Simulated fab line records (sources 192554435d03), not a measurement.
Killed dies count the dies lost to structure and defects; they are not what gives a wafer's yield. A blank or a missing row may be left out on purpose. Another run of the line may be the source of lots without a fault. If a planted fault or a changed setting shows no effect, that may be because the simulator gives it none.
Split-lot experiment ; flow n5-finfet ; 21 wafers read across 7 lots, on a route 1938 steps long

ON THE SPLIT
At N5_MOL_CONTACT_COAG_COAT_62 (time 60 s, resist thk 60 nm), the setting spin-rpm was moved away from the recipe's 1500 rpm on 6 of the 21 wafers read, by -10.5% to +3.1%. All remaining wafers had this setting at the recipe value.

FROM THE SPLIT TO THE READING: what the file shows between them, 7 steps
- N5_MOL_CONTACT_COAG_EXPOSE_37: exposes mask VD, defocus 0 nm (also split here: dose-mj)
- N5_MOL_CONTACT_COAG_ETCHBACK_134: etches SiO2 in CHF3, target depth 10 nm, time 6.7 s (also split here: time-s)
- N5_MOL_CONTACT_COAG_ETCH_67: etches SOC in N2/H2, target depth 60 nm, overetch 21 nm, time 101.2 s
- N5_MOL_CONTACT_COAG_STRIP_68: strips in N2/H2
- N5_MOL_CONTACT_COAG_STRIP_69: strips in N2/H2
- N5_MOL_CONTACT_COAG_ETCHBACK_136: etches SiO2 in CHF3, target depth 25 nm, time 16.7 s
- N5_MOL_CONTACT_COAG_STRIP_120: strips in CHF3

THE READING
SOC_of_MOL_CONTACT_COAG_COAT_62.thk-nm (the simulator's own value, which no gauge read), in nm, at N5_MOL_CONTACT_COAG_VIA_ETCH_117 (etches SiO2 in C4F6/O2, target depth 40 nm, overetch 8 nm, time 26 s). The file does not state a usual value for it. Average 51.6 nm, standard deviation 0.13 nm, over the 15 wafers here run with the recipe.

wafer;tool, chamber at the split;spin-rpm as run, rpm;against the recipe;SOC_of_MOL_CONTACT_COAG_COAT_62.thk-nm, nm;against lot-mates on the recipe
L074.3;litho-track-03, 0;1500;recipe;51.6;-
L074.6;litho-track-03, 0;1500;recipe;51.6;-
L074.4;litho-track-03, 0;1500;recipe;51.4;-
L078.1;litho-track-02, 0;1343;-10.5%;55;+3.2
L078.3;litho-track-02, 0;1343;-10.5%;54.8;+3.0
L078.4;litho-track-02, 0;1500;recipe;51.8;-
L080.1;litho-track-04, 0;1400;-6.7%;53.8;+2.2
L080.3;litho-track-04, 0;1500;recipe;51.6;-
L080.5;litho-track-04, 0;1500;recipe;51.6;-
L082.1;litho-track-03, 0;1500;recipe;51.6;-
L082.3;litho-track-03, 0;1500;recipe;51.6;-
L082.6;litho-track-03, 0;1500;recipe;51.8;-
L086.1;litho-track-02, 0;1500;recipe;51.6;-
L086.2;litho-track-02, 0;1547;+3.1%;51;-0.6
L086.3;litho-track-02, 0;1547;+3.1%;50.6;-1.0
L090.3;litho-track-03, 0;1500;recipe;51.8;-
L090.4;litho-track-03, 0;1394;-7.1%;54;+2.4
L090.6;litho-track-03, 0;1500;recipe;51.4;-
L097.1;litho-track-03, 0;1500;recipe;51.6;-
L097.2;litho-track-03, 0;1500;recipe;51.6;-
L097.3;litho-track-03, 0;1500;recipe;51.4;-

FIT RESULTS
A straight line over all 21 wafers: SOC_of_MOL_CONTACT_COAG_COAT_62.thk-nm changes by -0.315 nm for each +1% of spin-rpm; r = -0.99; the points scatter about the line by 0.15 nm.
The same after taking each lot's own level away (the mean of its wafers on the recipe; 21 wafers): -0.302 nm for each +1%; r = -0.99; scatter 0.14 nm.
That fit puts the effect of the largest move of spin-rpm on the reading at 3.2 nm.
From 51.53 to 51.80 nm: that is the span of the lots' own levels, equal to 2.1 times the standard deviation above.
The two slopes agree, so the slope changes little with the lot-to-lot level.
Check: for one of the wafers moved furthest among these (-10.5%), held out of the fit, the line's prediction against its lot-mates is +3.19 nm. Against them it came out at +3.2 nm.

FURTHER SPLITS ON THESE WAFERS
These wafers also went through other splits before the reading. Each is held against what the fit with the lots' levels taken away leaves over:
other split on the same wafers;wafers away from the commonest value;r with SOC_of_MOL_CONTACT_COAG_COAT_62.thk-nm (lot level and that fit taken away)
N5_HKMG_FIN_ETCH_58 bias-w;8;-0.27
N5_GATE_CUT_ETCH_56 icp-w;10;-0.37
N5_MOL_CONTACT_COAG_VIA_ETCH_46 bias-w;7;+0.03
N5_MOL_CONTACT_COAG_EXPOSE_37 dose-mj;4;-0.15
N5_MOL_CONTACT_COAG_ETCHBACK_134 time-s;6;-0.19

THE WHOLE CHAIN: every reading that the file lists as answering this split, in the file's order
step;what it does;reading;change (the file's fit);r (the file's)
N5_MOL_CONTACT_COAG_COAT_62;time 60 s, resist thk 60 nm;SOC_of_MOL_CONTACT_COAG_COAT_62.thk-nm (the simulator's own value, which no gauge read);-0.302 nm for each +1% of the setting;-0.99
N5_MOL_CONTACT_COAG_ETCH_67;etches SOC in N2/H2, target depth 60 nm, overetch 21 nm, time 101.2 s;etch.depth-nm (the simulator's own value, which no gauge read);-0.302 nm for each +1% of the setting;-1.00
N5_MOL_CONTACT_COAG_VIA_ETCH_117;etches SiO2 in C4F6/O2, target depth 40 nm, overetch 8 nm, time 26 s;SOC_of_MOL_CONTACT_COAG_COAT_62.thk-nm (the simulator's own value, which no gauge read);-0.311 nm for each +1% of the setting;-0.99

FILE'S OWN FIT
SOC_of_MOL_CONTACT_COAG_COAT_62.thk-nm changes by -0.311 nm for each +1% of spin-rpm, r = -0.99.
